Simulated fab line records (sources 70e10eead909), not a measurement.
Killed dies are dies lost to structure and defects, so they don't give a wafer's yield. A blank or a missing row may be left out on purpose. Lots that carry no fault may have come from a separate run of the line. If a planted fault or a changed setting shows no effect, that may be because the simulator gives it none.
Chamber matching :: flow nand harc :: cmp-04 running NHARC_A_WL_FILL_CMP_12: 4 sister chambers
The step polishes, t overpolish 30 s, target thk 75 nm. 4 wafers are shown with their chamber, then 9 later ones without.

## EACH WAFER AND ITS CHAMBER
wafer: L082.2
chamber: 3
motor current A (A): 11.5

wafer: L082.3
chamber: 2
motor current A (A): 11.7

wafer: L092.5
chamber: 0
motor current A (A): 12.6

wafer: L092.6
chamber: 1
motor current A (A): 11.3

## WAFERS WITH NO CHAMBER GIVEN
wafer: L093.1
motor current A (A): 11.4

wafer: L093.3
motor current A (A): 13.6

wafer: L093.4
motor current A (A): 11.6

wafer: L091.1
motor current A (A): 13.1

wafer: L091.3
motor current A (A): 10.9

wafer: L091.4
motor current A (A): 12.3

wafer: L097.1
motor current A (A): 13.8

wafer: L097.2
motor current A (A): 11.3

wafer: L097.4
motor current A (A): 11.2

## WHICH CHAMBER EACH ONE RAN IN
wafer: L093.1
from the rows above: can't be placed: 1 or 3 or 2 or 0
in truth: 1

wafer: L093.3
from the rows above: can't be placed: 0 or 2 or 3
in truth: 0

wafer: L093.4
from the rows above: can't be placed: 2 or 3 or 1 or 0
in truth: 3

wafer: L091.1
from the rows above: can't be placed: 0 or 2 or 3
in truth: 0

wafer: L091.3
from the rows above: can't be placed: 1 or 3 or 2
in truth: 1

wafer: L091.4
from the rows above: can't be placed: 0 or 2 or 3 or 1
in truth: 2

wafer: L097.1
from the rows above: can't be placed: 0 or 2 or 3
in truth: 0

wafer: L097.2
from the rows above: can't be placed: 1 or 3 or 2
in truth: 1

wafer: L097.4
from the rows above: can't be placed: 1 or 3 or 2
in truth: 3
Correctly placed: 0 of 9. Cannot be placed on the basis of these rows: 9; the candidates contain the true chamber in 9. Placed wrongly: 0.
How it was worked out, from the rows above alone: a wafer's distance from a chamber is the root of the sum, over the readings, of the square of ((its reading less the chamber's mean) divided by the reading's scatter). The wafer belongs to the nearest chamber; if the next one is less than 2 further off, it can't be placed. A chamber's mean is the mean of its shown wafers. The scatter: with one shown wafer a chamber, the root of the mean of the squares of how far each hidden wafer lies from its nearest shown one.
